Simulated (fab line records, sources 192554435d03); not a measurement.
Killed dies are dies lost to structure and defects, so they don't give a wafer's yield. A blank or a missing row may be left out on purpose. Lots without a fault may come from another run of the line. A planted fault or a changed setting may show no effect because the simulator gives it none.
fab line records | flow n5_finfet
record lots=24 wafers=72 last_day=18
route steps=1938 shown BEOL_M15@1783
lots that met no fault: from a run of the same line without faults
start_h: hours from the record's first day to the start of the lot's first wafer shown | wait_h: hours since the lot's step before | " the same as in the row above | L1.1+2: a row that stands for several wafers | - no value, or no start given | * or withheld: withheld | < > ~ a bound
route shown NAME@n: a module of which the file shows steps, and the number in the route of the first | usual: mean/standard deviation of fault-free wafers | same: alike in all rows | chamber/n: place in a boat | sites: the reading at each site | _std_site: their standard deviation | _edge_site: outer sites' mean less inner sites' | radius_mm: how far each site lies from the wafer's centre | mask NAME#n: copy n | behind: the tool/chamber that last shaped the wafer | hold: why the lot was held/for how many hours/how that ended | device: the transistor (n, p or np) that didn't switch | end of line: the same wafers' tests at the end of the route | a step without rows: its recipe alone | killed: dies lost to structure and defects at the first sort, not the wafer's yield | map: a wafer's dies, x killed, . not, _ none there
set.NAME: the setting as run; set.NAME@STEP: as run at that earlier step | model.NAME: the simulator's own value behind a step, which no gauge read
steps of the route over a sample of lots; a table a step, a row a wafer
services: from which hour (start_h, from the record's first day; less than 0 if before it) a tool's chamber was out of use, for how many hours, and why
## steps
# step N5_BEOL_M15_CD_MEAS_10
# recipe target_cd_nm=360 landing_energy_ev=500 detector=se_inlens polarity=opening
# usual cd_nm=360.7/2.6
# columns lot.wafer tool chamber start_h wait_h cd_nm
L074.3 cd_sem-03 0 259.43 - 358.5
L074.4 " 0 " " 361.8
L074.6 " 0 " " 358.8
L076.1 cd_sem-03 0 272.23 - 358.9
L076.4 " 0 " " 360.0
L076.6 " 0 " " 358.1
L075.1 cd_sem-03 0 275.24 - 360.5
L075.3 " 0 " " 359.6
L075.5 " 0 " " 363.1
L077.3 cd_sem-03 0 292.00 - 359.7
L077.4 " 0 " " 358.5
L077.6 " 0 " " 360.7
L078.2 cd_sem-03 0 297.27 - 359.1
L078.3 " 0 " " 360.4
L078.6 " 0 " " 362.9
L079.1 cd_sem-02 0 301.16 - 362.9
L079.4 " 0 " " 359.8
L079.6 " 0 " " 361.7
L080.4 cd_sem-02 0 302.63 - 360.7
L080.5 " 0 " " 361.8
L080.6 " 0 " " 359.1
L082.2 cd_sem-02 0 314.24 - 358.3
L082.4 " 0 " " 363.1
L082.5 " 0 " " 359.5
L081.3 cd_sem-01 0 315.00 - 358.1
L081.5 " 0 " " 360.0
L081.6 " 0 " " 359.3
L083.1 cd_sem-01 0 316.65 - 361.0
L083.4 " 0 " " 361.3
L083.6 " 0 " " 360.6
L084.1 cd_sem-02 0 317.39 - 364.6
L084.4 " 0 " " 359.5
L084.6 " 0 " " 362.5
L085.1 cd_sem-01 0 330.04 - 363.7
L085.2 " 0 " " 363.0
L085.3 " 0 " " 362.2
L087.1 cd_sem-03 0 333.17 - 356.2
L087.3 " 0 " " 360.7
L087.5 " 0 " " 356.7
L086.2 cd_sem-01 0 339.94 - 359.9
L086.3 " 0 " " 358.5
L086.4 " 0 " " 357.4
L089.1 cd_sem-03 0 353.33 - 358.6
L089.5 " 0 " " 359.8
L089.6 " 0 " " 357.2
L088.1 cd_sem-03 0 353.87 - 364.5
L088.4 " 0 " " 362.2
L088.5 " 0 " " 364.6
L090.1 cd_sem-03 0 354.11 - 360.8
L090.3 " 0 " " 364.4
L090.6 " 0 " " 365.4
L092.1 cd_sem-02 0 369.13 - 356.7
L092.2 " 0 " " 356.9
L092.3 " 0 " " 358.7
L093.1 cd_sem-02 0 373.60 - 360.4
L093.3 " 0 " " 360.0
L093.4 " 0 " " 356.6
L091.1 cd_sem-03 0 386.03 - 362.5
L091.2 " 0 " " 363.3
L091.4 " 0 " " 360.2
L096.3 cd_sem-03 0 389.07 - 365.3
L096.5 " 0 " " 361.7
L096.6 " 0 " " 362.4
L094.3 cd_sem-03 0 390.14 - 362.8
L094.4 " 0 " " 363.1
L094.6 " 0 " " 361.3
L095.2 cd_sem-02 0 394.57 - 360.1
L095.5 " 0 " " 359.2
L095.6 " 0 " " 359.8
L097.2 cd_sem-03 0 406.39 - 362.1
L097.3 " 0 " " 365.5
L097.5 " 0 " " 365.4
# step N5_BEOL_M15_OVL_MEAS_11
# recipe points_per_wafer=44
# usual V14_OVL=0/5.8
# columns lot.wafer tool chamber start_h wait_h V14_OVL[nm]
L074.3 overlay-01 0 259.46 0.0 4
L074.4 " 0 " " 4
L074.6 " 0 " " -2
L076.1 overlay-02 0 272.26 0.0 -5
L076.4 " 0 " " 3
L076.6 " 0 " " 0
L075.1 overlay-02 0 275.27 0.0 -4
L075.3 " 0 " " -5
L075.5 " 0 " " -13
L077.3 overlay-01 0 292.02 0.0 2
L077.4 " 0 " " 0
L077.6 " 0 " " 5
L078.2 overlay-02 0 297.30 0.0 1
L078.3 " 0 " " -7
L078.6 " 0 " " 2
L079.1 overlay-01 0 301.19 0.0 -6
L079.4 " 0 " " -4
L079.6 " 0 " " -5
L080.4 overlay-02 0 302.65 0.0 -6
L080.5 " 0 " " -12
L080.6 " 0 " " -5
L082.2 overlay-01 0 314.27 0.0 -2
L082.4 " 0 " " -11
L082.5 " 0 " " 0
L081.3 overlay-02 0 315.03 0.0 -3
L081.5 " 0 " " -4
L081.6 " 0 " " -4
L083.1 overlay-02 0 316.68 0.0 -7
L083.4 " 0 " " -4
L083.6 " 0 " " -9
L084.1 overlay-02 0 317.42 0.0 -1
L084.4 " 0 " " 8
L084.6 " 0 " " 1
L085.1 overlay-02 0 330.07 0.0 2
L085.2 " 0 " " 4
L085.3 " 0 " " 5
L087.1 overlay-01 0 333.20 0.0 1
L087.3 " 0 " " -2
L087.5 " 0 " " -1
L086.2 overlay-01 0 339.97 0.0 9
L086.3 " 0 " " 4
L086.4 " 0 " " 12
L089.1 overlay-02 0 353.36 0.0 8
L089.5 " 0 " " -6
L089.6 " 0 " " -3
L088.1 overlay-02 0 353.90 0.0 -2
L088.4 " 0 " " 1
L088.5 " 0 " " 5
L090.1 overlay-02 0 354.14 0.0 7
L090.3 " 0 " " 17
L090.6 " 0 " " 11
L092.1 overlay-01 0 369.16 0.0 -4
L092.2 " 0 " " -2
L092.3 " 0 " " -2
L093.1 overlay-02 0 373.63 0.0 3
L093.3 " 0 " " -1
L093.4 " 0 " " 5
L091.1 overlay-01 0 386.06 0.0 7
L091.2 " 0 " " 0
L091.4 " 0 " " -1
L096.3 overlay-02 0 389.10 0.0 3
L096.5 " 0 " " -4
L096.6 " 0 " " 4
L094.3 overlay-01 0 390.16 0.0 0
L094.4 " 0 " " -2
L094.6 " 0 " " -6
L095.2 overlay-01 0 394.60 0.0 8
L095.5 " 0 " " 3
L095.6 " 0 " " 7
L097.2 overlay-01 0 406.42 0.0 -9
L097.3 " 0 " " -1
L097.5 " 0 " " -6
# step N5_BEOL_M15_VIA_ETCH_16
# recipe chemistry=C4F8/O2/Ar target=SiO2 he_inner_torr=15 he_outer_torr=30 target_depth_a=17922 time_s=withheld ion_energy_ev=800 pressure_mtorr=20 source_w=1905 bias_w=2040 Ar_flow_sccm=400 C4F8_flow_sccm=16 O2_flow_sccm=12 ends=cleared
# usual drypump_motor_current_A=5.6/0.46 oes_product_au=0.71/0.08 rf_vpp_V=2246/87 showerhead_plenum_p_Torr=3.45/0.11 throttle_valve_pct=31.02/0.26
# columns lot.wafer tool chamber start_h wait_h drypump_motor_current_A oes_product_au rf_vpp_V showerhead_plenum_p_Torr throttle_valve_pct
L074.3 rie_diel-03 3 259.87 0.0 6.4 0.77 2200 3.51 31.36
L074.4 " 0 " " 5.1 0.63 2361 3.43 31.08
L074.6 " 3 " " 6.4 0.79 2200 3.51 31.36
L076.1 rie_diel-03 1 272.41 0.0 5.4 0.76 2374 3.64 30.99
L076.4 " 3 " " 6.4 0.78 2201 3.51 31.35
L076.6 " 2 " " 5.3 0.78 2246 3.38 30.53
L075.1 rie_diel-03 1 275.88 0.0 5.4 0.77 2373 3.64 31.01
L075.3 " 3 " " 6.4 0.77 2198 3.51 31.38
L075.5 " 0 " " 5.1 0.63 2361 3.43 31.09
L077.3 rie_diel-03 3 292.33 0.0 6.4 0.77 2199 3.51 31.38
L077.4 " 2 " " 5.3 0.78 2243 3.38 30.53
L077.6 " 0 " " 5.1 0.63 2361 3.43 31.10
L078.2 rie_diel-06 2 297.44 0.0 6.1 0.88 2187 3.36 30.70
L078.3 " 1 " " 5.7 0.65 2359 3.37 30.82
L078.6 " 1 " " 5.7 0.65 2358 3.37 30.83
L079.1 rie_diel-04 3 301.33 0.0 5.1 0.74 2162 3.34 30.90
L079.4 " 1 " " 5.2 0.61 2164 3.39 30.80
L079.6 " 1 " " 5.3 0.62 2163 3.39 30.83
L080.4 rie_diel-06 3 302.80 0.0 6.2 0.73 2255 3.50 31.12
L080.5 " 1 " " 5.7 0.65 2359 3.36 30.84
L080.6 " 0 " " 5.2 0.70 2207 3.31 30.58
L082.2 rie_diel-03 1 314.42 0.0 5.4 0.76 2372 3.63 31.02
L082.4 " 3 " " 6.4 0.77 2199 3.50 31.38
L082.5 " 1 " " 5.4 0.75 2373 3.63 30.99
L081.3 rie_diel-03 3 315.17 0.0 6.4 0.77 2201 3.50 31.39
L081.5 " 3 " " 6.4 0.76 2201 3.50 31.38
L081.6 " 1 " " 5.4 0.75 2374 3.63 31.02
L083.1 rie_diel-04 0 316.82 0.0 5.9 0.61 2159 3.38 30.97
L083.4 " 1 " " 5.2 0.61 2163 3.39 30.80
L083.6 " 0 " " 5.9 0.62 2160 3.38 30.97
L084.1 rie_diel-03 0 317.56 0.0 5.1 0.62 2361 3.42 31.13
L084.4 " 3 " " 6.4 0.77 2199 3.50 31.40
L084.6 " 0 " " 5.1 0.62 2359 3.42 31.12
L085.1 rie_diel-04 1 330.21 0.0 5.3 0.61 2164 3.39 30.81
L085.2 " 2 " " 5.7 0.85 2165 3.66 31.39
L085.3 " 0 " " 5.9 0.63 2160 3.38 30.99
L087.1 rie_diel-04 3 333.46 0.0 5.2 0.73 2160 3.33 30.90
L087.3 " 1 " " 5.2 0.60 2165 3.39 30.80
L087.5 " 1 " " 5.3 0.61 2163 3.39 30.82
L086.2 rie_diel-03 0 340.18 0.0 5.1 0.62 2359 3.42 31.12
L086.3 " 1 " " 5.4 0.74 2371 3.63 31.03
L086.4 " 0 " " 5.1 0.62 2360 3.42 31.10
L089.1 rie_diel-04 3 353.91 0.0 5.2 0.72 2159 3.33 30.93
L089.5 " 3 " " 5.2 0.71 2162 3.33 30.90
L089.6 " 2 " " 5.7 0.82 2167 3.65 31.39
L088.1 rie_diel-03 1 354.12 0.0 5.4 0.73 2371 3.62 31.04
L088.4 " 0 " " 5.1 0.61 2358 3.41 31.13
L088.5 " 1 " " 5.4 0.73 2371 3.62 31.05
L090.1 rie_diel-04 0 354.49 0.0 5.9 0.62 2159 3.37 30.99
L090.3 " 2 " " 5.7 0.82 2165 3.65 31.38
L090.6 " 3 " " 5.2 0.72 2160 3.33 30.92
L092.1 rie_diel-06 3 369.30 0.0 6.2 0.72 2256 3.50 31.14
L092.2 " 1 " " 5.7 0.63 2357 3.36 30.84
L092.3 " 0 " " 5.2 0.68 2204 3.30 30.60
L093.1 rie_diel-04 1 373.78 0.0 5.3 0.89 2164 3.38 30.62
L093.3 " 2 " " 5.7 0.81 2166 3.65 31.39
L093.4 " 1 " " 5.2 0.88 2163 3.38 30.62
L091.1 rie_diel-03 0 386.20 0.0 5.1 0.61 2359 3.41 31.14
L091.2 " 1 " " 5.3 0.72 2372 3.61 31.04
L091.4 " 0 " " 5.1 0.60 2357 3.41 31.15
L096.3 rie_diel-04 2 389.24 0.0 5.7 0.80 2165 3.64 31.40
L096.5 " 1 " " 5.3 0.86 2163 3.38 30.64
L096.6 " 2 " " 5.7 0.79 2165 3.64 31.39
L094.3 rie_diel-03 0 390.95 0.1 5.1 0.60 2359 3.40 31.15
L094.4 " 3 " " 6.4 0.72 2197 3.48 31.40
L094.6 " 3 " " 6.3 0.72 2197 3.48 31.41
L095.2 rie_diel-06 3 394.75 0.0 6.2 0.72 2255 3.49 31.16
L095.5 " 0 " " 5.2 0.67 2203 3.30 30.61
L095.6 " 3 " " 6.2 0.71 2256 3.49 31.17
L097.2 rie_diel-06 0 406.56 0.0 5.2 0.67 2205 3.30 30.61
L097.3 " 1 " " 5.7 0.62 2356 3.35 30.86
L097.5 " 1 " " 5.7 0.62 2356 3.35 30.86
# step N5_BEOL_M15_CD_MEAS_28
# recipe target_cd_nm=407.6 landing_energy_ev=500 detector=se_inlens
# usual cd_nm=408.0/2.3
# columns lot.wafer tool chamber start_h wait_h cd_nm
L074.3 cd_sem-02 0 261.33 - 406.0
L074.4 " 0 " " 406.1
L074.6 " 0 " " 404.0
L076.1 cd_sem-01 0 273.70 - 408.4
L076.4 " 0 " " 406.2
L076.6 " 0 " " 406.5
L075.1 cd_sem-01 0 277.19 - 408.7
L075.3 " 0 " " 410.1
L075.5 " 0 " " 411.2
L077.3 cd_sem-01 0 293.74 - 404.5
L077.4 " 0 " " 409.2
L077.6 " 0 " " 412.0
L078.2 cd_sem-01 0 298.87 - 406.1
L078.3 " 0 " " 403.1
L078.6 " 0 " " 408.7
L079.1 cd_sem-01 0 302.79 - 412.3
L079.4 " 0 " " 405.7
L079.6 " 0 " " 406.4
L080.4 cd_sem-03 0 304.32 - 406.3
L080.5 " 0 " " 407.7
L080.6 " 0 " " 409.5
L082.2 cd_sem-01 0 315.83 - 406.9
L082.4 " 0 " " 410.9
L082.5 " 0 " " 411.0
L081.3 cd_sem-02 0 316.49 - 409.7
L081.5 " 0 " " 411.4
L081.6 " 0 " " 409.2
L083.1 cd_sem-01 0 318.10 - 406.1
L083.4 " 0 " " 409.4
L083.6 " 0 " " 406.1
L084.1 cd_sem-01 0 318.97 - 408.4
L084.4 " 0 " " 407.9
L084.6 " 0 " " 410.0
L085.1 cd_sem-02 0 331.79 - 410.2
L085.2 " 0 " " 409.4
L085.3 " 0 " " 408.4
L087.1 cd_sem-01 0 334.87 - 407.0
L087.3 " 0 " " 405.4
L087.5 " 0 " " 407.8
L086.2 cd_sem-03 0 341.74 - 413.1
L086.3 " 0 " " 412.0
L086.4 " 0 " " 409.8
L089.1 cd_sem-02 0 355.22 - 404.7
L089.5 " 0 " " 405.1
L089.6 " 0 " " 406.2
L088.1 cd_sem-03 0 355.82 - 409.4
L088.4 " 0 " " 404.7
L088.5 " 0 " " 409.1
L090.1 cd_sem-01 0 356.30 - 408.7
L090.3 " 0 " " 410.7
L090.6 " 0 " " 409.4
L092.1 cd_sem-02 0 370.72 - 407.1
L092.2 " 0 " " 404.9
L092.3 " 0 " " 407.1
L093.1 cd_sem-03 0 375.18 - 403.4
L093.3 " 0 " " 403.5
L093.4 " 0 " " 404.6
L091.1 cd_sem-02 0 387.61 - 409.4
L091.2 " 0 " " 407.2
L091.4 " 0 " " 408.3
L096.3 cd_sem-01 0 390.65 - 408.9
L096.5 " 0 " " 410.2
L096.6 " 0 " " 409.9
L094.3 cd_sem-03 0 392.43 - 410.7
L094.4 " 0 " " 410.0
L094.6 " 0 " " 407.6
L095.2 cd_sem-02 0 396.07 - 409.7
L095.5 " 0 " " 408.6
L095.6 " 0 " " 408.4
L097.2 cd_sem-01 0 407.97 - 406.7
L097.3 " 0 " " 408.5
L097.5 " 0 " " 410.2
# step N5_BEOL_M15_ETCH_61
# recipe chemistry=N2/H2 target=BARC target_depth_a=890 overetch_a=267 time_s=67.9 ion_energy_ev=200 pressure_mtorr=30 source_w=840 bias_w=150 n2_flow_sccm=200 h2_flow_sccm=200
# usual drypump_motor_current_A=5.6/0.42 h2_flow_sccm=200.0/0.74 oes_product_au=0.68/0.074 rf_vpp_V=523.7/2.4 showerhead_plenum_p_Torr=2.54/0.088 throttle_valve_pct=18.05/0.26
# same time_s=67.9
# columns lot.wafer tool chamber start_h wait_h drypump_motor_current_A h2_flow_sccm oes_product_au rf_hours_counter_h rf_vpp_V showerhead_plenum_p_Torr throttle_valve_pct
L074.3 rie_diel-06 3 261.52 0.0 6.2 200.8 0.72 63 524.2 2.58 17.86
L074.4 " 2 " " 6.1 200.0 0.58 247 522.7 2.49 17.98
L074.6 " 1 " " 5.7 198.2 0.61 - 522.5 2.52 18.13
L076.1 rie_diel-04 3 273.82 0.0 5.2 199.8 0.71 71 521.0 2.47 17.91
L076.4 " 1 " " 5.3 200.4 0.60 234 523.4 2.50 17.89
L076.6 " 3 " " 5.2 200.6 0.71 - 522.0 2.47 17.91
L075.1 rie_diel-06 3 277.32 0.0 6.2 200.1 0.71 69 524.9 2.58 17.87
L075.3 " 1 " " 5.7 200.0 0.60 207 523.4 2.52 18.15
L075.5 " 0 " " 5.2 200.3 0.68 - 521.1 2.44 17.63
L077.3 rie_diel-04 0 293.86 0.0 5.9 199.3 0.60 223 521.6 2.53 18.35
L077.4 " 3 " " 5.2 200.2 0.71 77 521.2 2.47 17.92
L077.6 " 0 " " 5.9 199.7 0.60 - 521.5 2.53 18.35
L078.2 rie_diel-06 2 299.19 0.0 6.1 201.0 0.83 1 523.9 2.49 17.66
L078.3 " 0 " " 5.2 199.5 0.67 113 521.7 2.43 17.65
L078.6 " 2 " " 6.0 201.0 0.82 - 522.7 2.49 17.67
L079.1 rie_diel-04 0 302.91 0.0 5.9 199.4 0.60 226 522.0 2.53 18.36
L079.4 " 3 " " 5.1 200.6 0.71 79 521.5 2.47 17.92
L079.6 " 3 " " 5.1 199.4 0.70 - 520.1 2.47 17.93
L080.4 rie_diel-04 2 304.44 0.0 5.7 199.5 0.81 14 527.9 2.73 18.21
L080.5 " 3 " " 5.2 201.8 0.70 - 521.9 2.47 17.92
L080.6 " 0 " " 5.9 200.3 0.59 - 522.6 2.53 18.35
L082.2 rie_diel-06 3 316.30 0.0 6.2 200.1 0.69 83 524.5 2.57 17.90
L082.4 " 1 " " 5.7 199.5 0.60 221 522.5 2.52 18.18
L082.5 " 3 " " 6.2 199.6 0.69 - 525.0 2.57 17.90
L081.3 rie_diel-06 3 316.61 0.0 6.2 200.2 0.70 83 524.7 2.57 17.89
L081.5 " 3 " " 6.2 200.2 0.70 - 523.4 2.57 17.89
L081.6 " 2 " " 6.1 199.9 0.79 - 521.2 2.49 17.68
L083.1 rie_diel-04 1 318.23 0.0 5.3 199.8 0.59 249 522.2 2.49 17.90
L083.4 " 3 " " 5.1 200.2 0.70 85 521.7 2.47 17.93
L083.6 " 2 " " 5.7 200.3 0.80 - 529.3 2.73 18.21
L084.1 rie_diel-03 1 319.09 0.0 5.4 199.8 0.71 62 527.7 2.67 17.90
L084.4 " 1 " " 5.4 200.0 0.71 - 528.6 2.67 17.90
L084.6 " 1 " " 5.4 199.4 0.71 - 529.7 2.67 17.91
L085.1 rie_diel-04 1 332.05 0.0 5.3 200.5 0.59 253 523.4 2.49 17.91
L085.2 " 2 " " 5.7 200.5 0.78 23 528.9 2.73 18.25
L085.3 " 3 " " 5.2 198.9 0.69 89 523.0 2.46 17.95
L087.1 rie_diel-04 3 335.00 0.0 5.2 198.9 0.70 90 521.6 2.46 17.92
L087.3 " 2 " " 5.7 199.7 0.78 24 527.8 2.72 18.23
L087.5 " 3 " " 5.2 199.7 0.69 - 522.4 2.46 17.96
L086.2 rie_diel-03 1 343.07 0.0 5.4 199.5 0.70 72 525.9 2.67 17.92
L086.3 " 3 " " 6.4 199.4 0.69 99 525.5 2.60 18.50
L086.4 " 3 " " 6.3 200.0 0.69 - 524.4 2.60 18.51
L089.1 rie_diel-04 2 356.09 0.0 5.7 200.3 0.77 35 528.1 2.72 18.25
L089.5 " 2 " " 5.7 199.4 0.76 - 528.1 2.72 18.24
L089.6 " 0 " " 5.9 199.1 0.58 - 522.3 2.52 18.38
L088.1 rie_diel-03 0 357.06 0.0 5.1 201.0 0.58 254 522.8 2.52 18.19
L088.4 " 3 " " 6.3 199.5 0.68 - 523.7 2.60 18.52
L088.5 " 1 " " 5.4 201.6 0.69 - 528.6 2.67 17.95
L090.1 rie_diel-04 3 357.08 0.0 5.2 200.5 0.68 102 519.5 2.46 17.95
L090.3 " 2 " " 5.7 200.3 0.77 36 528.6 2.72 18.24
L090.6 " 0 " " 5.9 200.3 0.58 - 523.4 2.52 18.39
L092.1 rie_diel-06 0 370.87 0.0 5.2 200.7 0.66 131 520.6 2.43 17.66
L092.2 " 3 " " 6.2 199.9 0.68 95 524.9 2.57 17.89
L092.3 " 1 " " 5.7 200.2 0.60 234 523.9 2.51 18.20
L093.1 rie_diel-04 1 375.31 0.0 5.3 199.8 0.82 4 520.9 2.49 17.47
L093.3 " 3 " " 5.2 200.2 0.68 108 521.9 2.46 17.95
L093.4 " 1 " " 5.2 199.9 0.82 - 521.9 2.49 17.48
L091.1 rie_diel-04 1 387.73 0.0 5.3 199.2 0.80 8 522.9 2.49 17.50
L091.2 " 0 " " 5.9 200.7 0.82 3 522.4 2.52 18.00
L091.4 " 3 " " 5.2 200.9 0.68 113 520.7 2.45 17.97
L096.3 rie_diel-03 0 391.39 0.0 5.1 200.3 0.58 - 523.6 2.51 18.21
L096.5 " 3 " " 6.4 199.2 0.68 - 524.1 2.59 18.53
L096.6 " 0 " " 5.1 199.6 0.58 - 523.3 2.51 18.19
L094.3 rie_diel-06 3 392.55 0.0 6.2 201.6 0.67 102 524.5 2.57 17.94
L094.4 " 2 " " 6.0 200.5 0.74 27 521.7 2.48 17.71
L094.6 " 0 " " 5.2 200.3 0.65 - 521.8 2.42 17.67
L095.2 rie_diel-03 0 396.28 0.0 5.1 200.8 0.58 269 523.5 2.51 18.20
L095.5 " 0 " " 5.1 200.1 0.58 - 522.9 2.51 18.22
L095.6 " 3 " " 6.4 199.7 0.68 - 525.3 2.59 18.55
L097.2 rie_diel-06 2 408.41 0.0 6.0 200.5 0.75 31 522.8 2.48 17.73
L097.3 " 0 " " 5.2 199.1 0.65 142 520.5 2.42 17.70
L097.5 " 2 " " 6.1 200.8 0.75 - 522.1 2.48 17.72
# step N5_BEOL_M15_SPUTTER_44
# recipe material=Ta target_thk_a=150 temp_c=50 bias_v=80 power_w=15000 chamber_pressure_pa=0.07 time_s=24.19
# usual substrate_temp_c=50.01/0.11 susceptor_temp_C=50.00/0.12 throttle_valve_pct=29.7/0.9
# same time_s=24.19
# columns lot.wafer tool chamber start_h wait_h substrate_temp_c susceptor_temp_C throttle_valve_pct
L074.3 pvd_sputter-01 - 263.39 0.0 49.90 50.06 30.4
L074.4 " - " " 50.00 49.89 30.3
L074.6 " - " " 49.90 49.87 30.3
L076.1 pvd_sputter-03 - 276.81 0.0 50.09 49.94 30.9
L076.4 " - " " 49.95 49.95 30.5
L076.6 " - " " 50.01 49.99 28.9
L075.1 pvd_sputter-03 - 284.97 0.0 49.97 49.92 29.4
L075.3 " - " " 49.85 49.90 30.7
L075.5 " - " " 50.04 50.02 30.7
L077.3 pvd_sputter-01 - 296.39 0.0 50.10 50.02 30.4
L077.4 " - " " 50.03 50.18 28.6
L077.6 " - " " 50.01 49.90 30.6
L078.2 pvd_sputter-01 - 300.69 0.0 49.78 50.07 28.9
L078.3 " - " " 50.07 50.05 29.8
L078.6 " - " " 50.08 50.03 30.3
L079.1 pvd_sputter-03 - 307.58 0.0 49.89 50.09 28.8
L079.4 " - " " 49.97 50.12 29.4
L079.6 " - " " 50.13 50.09 28.7
L080.4 pvd_sputter-01 - 308.11 0.0 50.01 49.95 28.3
L080.5 " - " " 49.97 50.08 28.3
L080.6 " - " " 50.15 49.79 30.1
L082.2 pvd_sputter-02 - 321.41 0.0 49.98 49.96 30.3
L082.4 " - " " 49.86 50.09 29.6
L082.5 " - " " 50.15 49.91 30.2
L081.3 pvd_sputter-02 - 321.73 0.0 50.12 49.82 29.9
L081.5 " - " " 50.07 50.01 29.5
L081.6 " - " " 50.03 50.09 30.4
L083.1 pvd_sputter-01 - 324.16 0.0 50.16 50.16 30.4
L083.4 " - " " 49.82 49.76 28.9
L083.6 " - " " 50.02 50.08 28.3
L084.1 pvd_sputter-02 - 324.43 0.0 49.92 50.07 30.2
L084.4 " - " " 50.20 50.05 29.8
L084.6 " - " " 50.08 50.02 29.8
L085.1 pvd_sputter-03 - 333.11 0.0 49.95 50.03 28.5
L085.2 " - " " 50.05 49.75 30.5
L085.3 " - " " 50.06 49.94 30.8
L087.1 pvd_sputter-01 - 337.99 0.0 50.00 50.11 30.2
L087.3 " - " " 50.25 50.16 28.7
L087.5 " - " " 49.87 50.11 30.7
L086.2 pvd_sputter-01 - 346.11 0.0 49.88 49.96 30.2
L086.3 " - " " 49.94 50.11 29.8
L086.4 " - " " 49.97 49.95 28.9
L089.1 pvd_sputter-01 - 357.60 0.0 49.96 50.14 28.2
L089.5 " - " " 49.86 49.84 28.9
L089.6 " - " " 49.98 50.14 28.1
L088.1 pvd_sputter-02 - 358.03 0.0 49.95 49.85 30.8
L088.4 " - " " 50.22 49.79 29.8
L088.5 " - " " 49.97 49.73 29.6
L090.1 pvd_sputter-03 - 358.07 0.0 49.88 50.13 30.5
L090.3 " - " " 50.18 49.90 31.0
L090.6 " - " " 50.13 50.18 30.9
L092.1 pvd_sputter-01 - 371.90 0.0 49.97 50.02 30.4
L092.2 " - " " 50.12 49.98 28.7
L092.3 " - " " 49.84 49.85 30.4
L093.1 pvd_sputter-01 - 377.55 0.0 49.96 50.02 29.8
L093.3 " - " " 50.00 49.97 28.8
L093.4 " - " " 50.02 50.00 28.2
L091.1 pvd_sputter-01 - 391.37 0.0 50.11 50.02 28.3
L091.2 " - " " 50.10 49.78 28.8
L091.4 " - " " 50.18 50.03 30.2
L096.3 pvd_sputter-01 - 393.36 0.0 50.03 49.86 28.3
L096.5 " - " " 50.10 50.00 28.7
L096.6 " - " " 50.01 49.99 28.2
L094.3 pvd_sputter-02 - 397.27 0.0 50.00 50.04 29.8
L094.4 " - " " 49.90 50.18 31.0
L094.6 " - " " 49.93 50.08 29.9
L095.2 pvd_sputter-03 - 397.62 0.0 50.01 50.02 28.3
L095.5 " - " " 50.09 50.15 28.6
L095.6 " - " " 49.97 50.00 30.5
L097.2 pvd_sputter-02 - 409.33 0.0 50.04 49.89 29.7
L097.3 " - " " 49.89 50.24 30.2
L097.5 " - " " 49.88 50.11 30.9
## services
# columns tool chamber start_h hours kind
rie_diel-03 - 239.00 15.6 pm
rie_diel-04 2 254.55 - clean
rie_diel-04 2 254.55 - consumable_replace:focus_ring
rie_diel-04 2 254.55 - consumable_replace:showerhead
rie_diel-04 2 254.55 11.3 scheduled_down
rie_diel-04 2 254.55 11.3 vent_cycle
rie_diel-06 0 267.66 4.5 repair
rie_diel-06 2 272.21 - clean
rie_diel-06 2 272.21 - consumable_replace:focus_ring
rie_diel-04 3 278.44 4.5 repair
rie_diel-03 2 296.51 115.9 repair
rie_diel-04 3 296.85 3.5 repair
rie_diel-04 1 334.75 7.2 repair
rie_diel-06 - 340.42 15.6 pm
rie_diel-04 1 342.30 - clean
rie_diel-04 1 342.30 - consumable_replace:focus_ring
rie_diel-04 1 342.30 23.1 scheduled_down
rie_diel-04 1 342.30 23.1 vent_cycle
pvd_sputter-01 - 363.48 2.4 repair
rie_diel-04 0 365.36 - clean
rie_diel-04 0 365.36 - consumable_replace:focus_ring
rie_diel-04 0 365.36 12.6 scheduled_down
rie_diel-04 0 365.36 12.6 vent_cycle
rie_diel-03 1 389.65 1.9 repair
## key
fault none
